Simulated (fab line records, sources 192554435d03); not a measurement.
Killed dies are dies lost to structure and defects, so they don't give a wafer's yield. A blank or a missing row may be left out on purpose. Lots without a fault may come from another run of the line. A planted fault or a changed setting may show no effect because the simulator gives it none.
Which tool did it? | flow n5_finfet | 10 lots, 30 wafers sampled, at 2 steps of a route of 1938

WHAT THE GAUGES READ, wafer by wafer
N5_BEOL_M12_RS_MEAS_54: measures by four-point-probe.
lot  | measured     | on            | M12_RS (ohm/sq)
L258 | day 11 13:41 | film_metro-01 | 0.0592 0.0591 0.0594
L262 | day 11 23:17 | film_metro-01 | 0.0604 0.0598 0.0588
L266 | day 13 13:14 | film_metro-02 | 0.0593 0.0591 0.0606
L267 | day 13 23:35 | film_metro-02 | 0.0606 0.0609 0.0617
L269 | day 14 00:59 | film_metro-02 | 0.0598 0.0610 0.0602
L271 | day 14 12:16 | film_metro-02 | 0.0608 0.0603 0.0613
L270 | day 14 13:58 | film_metro-01 | 0.0602 0.0615 0.0600
L272 | day 15 05:11 | film_metro-02 | 0.0603 0.0604 0.0602
L274 | day 15 12:59 | film_metro-01 | 0.0601 0.0597 0.0601
L277 | day 16 02:01 | film_metro-01 | 0.0610 0.0613 0.0614

WHICH TOOL RAN EACH LOT (tool, then ch and the chambers of the sampled wafers, then the start)
lot  | N5_BEOL_M12_SPUTTER_44
L258 | pvd_sputter-01, day 11 12:33
L262 | pvd_sputter-03, day 11 22:14
L266 | pvd_sputter-01, day 13 12:10
L267 | pvd_sputter-01, day 13 22:30
L269 | pvd_sputter-02, day 13 23:55
L271 | pvd_sputter-01, day 14 11:13
L270 | pvd_sputter-02, day 14 12:54
L272 | pvd_sputter-03, day 15 04:07
L274 | pvd_sputter-03, day 15 11:56
L277 | pvd_sputter-01, day 16 00:13
- N5_BEOL_M12_SPUTTER_44: material Ta, target thk 10 nm, time 16.13 s.

THE ANSWER, worked out from the rows above alone
Rule: what is usual is taken from the lots themselves. Put in order of their means at a reading, lots are off if they are a third of the lots or fewer, leave a main group of 4 or more, and stand apart from it by a gap of 3 or more times the standard deviation of the main group's means; of several such gaps the widest counts. A main group whose means are all the same, to the digits that the tables above print for the reading, isn't used. A lot without any number at a reading at which 4 lots or more have one is off too. The other lots that the step has rows for count as sound.
No lot is off at any reading shown: from this, nothing can be told.

WHAT THE SIMULATOR HAD PUT IN
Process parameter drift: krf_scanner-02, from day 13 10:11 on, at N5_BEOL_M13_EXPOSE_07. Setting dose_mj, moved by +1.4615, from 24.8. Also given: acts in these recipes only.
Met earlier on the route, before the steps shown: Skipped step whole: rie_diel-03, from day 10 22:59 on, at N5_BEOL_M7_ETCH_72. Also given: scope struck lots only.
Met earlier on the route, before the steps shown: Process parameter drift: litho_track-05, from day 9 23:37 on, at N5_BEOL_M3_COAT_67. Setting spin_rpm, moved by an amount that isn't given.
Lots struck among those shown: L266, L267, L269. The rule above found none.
